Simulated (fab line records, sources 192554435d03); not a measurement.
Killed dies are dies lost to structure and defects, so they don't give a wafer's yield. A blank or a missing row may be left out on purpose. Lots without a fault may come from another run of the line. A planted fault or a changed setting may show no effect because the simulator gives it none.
Chamber matching | flow n5_finfet | N5_MOL_CONTACT_COAG_ALD_133 on ald_sin-01: 4 sister chambers
The step deposits SiO2, target thk 5 nm, pulse time 1 s, co reactant pulse time 1 s. 4 wafers are shown with their chamber, then 9 later ones without.

WAFERS WITH THEIR CHAMBER
wafer  | chamber | heater_power_w (W)
L088.6 | 2       | 86
L090.1 | 3       | 75
L090.2 | 1       | 66
L090.3 | 0       | 75

WAFERS WITHOUT THEIR CHAMBER
wafer  | heater_power_w (W)
L090.4 | 85
L090.5 | 89
L090.6 | 65
L091.1 | 77
L091.2 | 74
L091.3 | 87
L091.4 | 78
L091.5 | 87
L091.6 | 74

WHICH CHAMBER EACH WENT THROUGH
wafer  | from the rows above     | in truth
L090.4 | 2                       | 2
L090.5 | 2                       | 2
L090.6 | 1                       | 1
L091.1 | can't be placed: 0 or 3 | 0
L091.2 | can't be placed: 0 or 3 | 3
L091.3 | 2                       | 2
L091.4 | can't be placed: 0 or 3 | 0
L091.5 | 2                       | 2
L091.6 | can't be placed: 0 or 3 | 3
Placed correctly: 5 of 9. Can't be placed from these rows: 4 (the true chamber is among the candidates in 4). Placed wrongly: 0.
How it was worked out, from the rows above alone: a wafer's distance from a chamber is the root of the sum, over the readings, of the square of ((its reading less the chamber's mean) divided by the reading's scatter). The wafer belongs to the nearest chamber; if the next one is less than 2 further off, it can't be placed. A chamber's mean is the mean of its shown wafers. The scatter: with one shown wafer a chamber, the root of the mean of the squares of how far each hidden wafer lies from its nearest shown one.
